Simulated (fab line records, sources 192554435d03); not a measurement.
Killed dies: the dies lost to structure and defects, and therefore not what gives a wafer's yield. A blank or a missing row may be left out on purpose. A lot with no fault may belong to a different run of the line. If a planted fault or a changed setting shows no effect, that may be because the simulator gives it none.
A single fault, viewed from 2 desks ; flow n5_finfet ; what lay behind the numbers comes last; until then each desk has only its own

THE METROLOGY DESK
What the gauges read for every lot (on any tool): the sampled wafers with a number, averaged. The brackets show how far a lot's mean lies from the usual mean; more than 4 standard deviations puts the lot out of limits, marked OUT. 7 of its 10 readings are shown, namely those furthest out on some lot.
Columns: A = DIBL_N at N5_BEOL_M4_RC_MEAS_101, usual 36.0 mV/V; B = IOFF_P at N5_BEOL_M4_RC_MEAS_101, usual 0.21 nA/um; C = ION_N at N5_BEOL_M4_RC_MEAS_101, usual 672 uA/um; D = ION_P at N5_BEOL_M4_RC_MEAS_101, usual 461 uA/um; E = SS_N at N5_BEOL_M4_RC_MEAS_101, usual 71.4 mV/dec; F = SS_P at N5_BEOL_M4_RC_MEAS_101, usual 73.2 mV/dec; G = VT_N at N5_BEOL_M4_RC_MEAS_101, usual 250 mV
lot;first seen here;A;B;C;D;E;F;G
L845;day 9 10:32;38.9;0.23;675;458;72.2;73.8;248
L849;day 10 19:05;34.4;0.18;662;457;70.8;72.3;253
L848;day 10 20:53;35.9;0.23;667;463;71.7;73.7;251
L863;day 14 04:13;37.3;0.20;687;461;71.8;73.0;249
L862;day 14 10:02;34.1;0.17;651;451;70.3;72.1;254
L865;day 15 02:20;36.5;0.22;689;466;71.9;73.8;248
L866;day 15 05:06;36.6;0.22;679;468;71.3;73.1;250
Finding of this desk: none of the 7 lots has anything out of limits.

THE TOOL OWNER'S DESK: plasma_asher-01
The tool's own readings at N5_HKMG_FIN_STRIP_19 (strips in N2/H2, time 360 s): means of the sampled wafers that have a number, for each lot that ran on this tool. The brackets show how far a lot's mean lies from the usual mean; more than 4 standard deviations puts the lot out of limits, marked OUT.
Columns: A = drypump_motor_current_A at N5_HKMG_FIN_STRIP_19, usual 6.37 A; B = h2_flow_sccm at N5_HKMG_FIN_STRIP_19, usual 3250 sccm; C = heater_power_w at N5_HKMG_FIN_STRIP_19, usual 450 W; D = temp_c at N5_HKMG_FIN_STRIP_19, usual 300.04 C
lot;first seen here;A;B;C;D
L848;day 5 09:54;6.41;3236;432;300.03
L849;day 5 16:28;6.43;3246;420;300.13
L862;day 8 22:37;6.42;3251;430;299.92
L863;day 9 08:31;6.40;3255;432;300.02
L866;day 9 21:17;6.41;3253;431;300.01
Finding of this desk: none of the 5 lots has anything out of limits.

PUT TOGETHER
Metrology desk: nothing out of limits seen.
Nothing out of limits was seen by the tool owner's desk.

WHAT THE SIMULATOR HAD PUT IN
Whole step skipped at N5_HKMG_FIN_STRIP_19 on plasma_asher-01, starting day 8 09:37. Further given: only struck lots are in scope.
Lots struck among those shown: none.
